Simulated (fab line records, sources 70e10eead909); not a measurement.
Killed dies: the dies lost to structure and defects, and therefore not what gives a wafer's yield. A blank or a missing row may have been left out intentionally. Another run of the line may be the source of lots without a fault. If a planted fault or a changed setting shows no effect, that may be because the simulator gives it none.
One fault through the eyes of 2 desks -- flow nand_harc -- every desk sees just its own numbers, and what lay behind them comes last

## THE TOOL OWNER'S DESK: rie_diel-07
The tool's own readings at NHARC_A_CONTACT_ETCH_49 (etches the open film in N2/H2, target depth 260 nm, time 475.3 s): means of the sampled wafers that have a number, for each lot that ran on this tool. Any lot whose mean is over 4 standard deviations away from the usual mean is out of limits and marked OUT; that distance is given in the brackets.
Columns: A = bias_w at NHARC_A_CONTACT_ETCH_49, usual 150.0 W; B = drypump_motor_current_A at NHARC_A_CONTACT_ETCH_49, usual 5.8 A; C = oes_product_au at NHARC_A_CONTACT_ETCH_49, usual 1.002 a.u.; D = rf_vpp_V at NHARC_A_CONTACT_ETCH_49, usual 431.1 V; E = showerhead_plenum_p_Torr at NHARC_A_CONTACT_ETCH_49, usual 2.06 Torr; F = throttle_valve_pct at NHARC_A_CONTACT_ETCH_49, usual 14.171 %
lot,first seen here,A,B,C,D,E,F
L962,day 17 00:11,150.5,6.0,1.010,432.6,2.14,14.175
L965,day 17 05:15,150.3,6.2,1.007,433.0,2.15,14.167
L963,day 17 07:00,149.8,6.0,0.994,433.4,2.14,14.173
L967,day 18 08:15,150.2,5.7,1.006,431.5,2.10,14.164
L972,day 20 05:37,149.9,5.7,1.007,431.4,2.09,14.172
This desk's verdict: no lot among the 5 shows anything out of limits.

## AT THE METROLOGY DESK
What the gauges read for every lot (on any tool): the sampled wafers with a number, averaged. Any lot whose mean is over 4 standard deviations away from the usual mean is out of limits and marked OUT; that distance is given in the brackets.
Columns: A = overlay_x_nm at NHARC_A_CONTACT_OVL_MEAS_43, usual 0.0 nm; B = overlay_y_nm at NHARC_A_CONTACT_OVL_MEAS_43, usual -0.2 nm
lot,first seen here,A,B
L960,day 16 07:17,0.8,0.8
L964,day 16 18:23,-0.4,-0.5
L961,day 16 18:33,-0.4,-0.4
L962,day 16 23:54,0.4,0.3
L966,day 17 00:25,-1.2,0.3
L965,day 17 04:59,0.3,0.0
L963,day 17 06:41,-0.3,-1.1
L967,day 18 07:58,0.4,-1.9
L972,day 20 05:19,2.2,1.6
L981,day 20 19:31,-0.4,-0.2
L977,day 20 21:43,-0.2,-0.5
L980,day 20 23:48,0.7,-1.2
L979,day 21 07:22,-0.5,-1.1
This desk's verdict: no lot among the 13 shows anything out of limits.

## PUT TOGETHER
Nothing out of limits was seen by the tool owner's desk.
From the metrology desk's view, nothing was out of limits.

## WHAT THE SIMULATOR HAD INSERTED
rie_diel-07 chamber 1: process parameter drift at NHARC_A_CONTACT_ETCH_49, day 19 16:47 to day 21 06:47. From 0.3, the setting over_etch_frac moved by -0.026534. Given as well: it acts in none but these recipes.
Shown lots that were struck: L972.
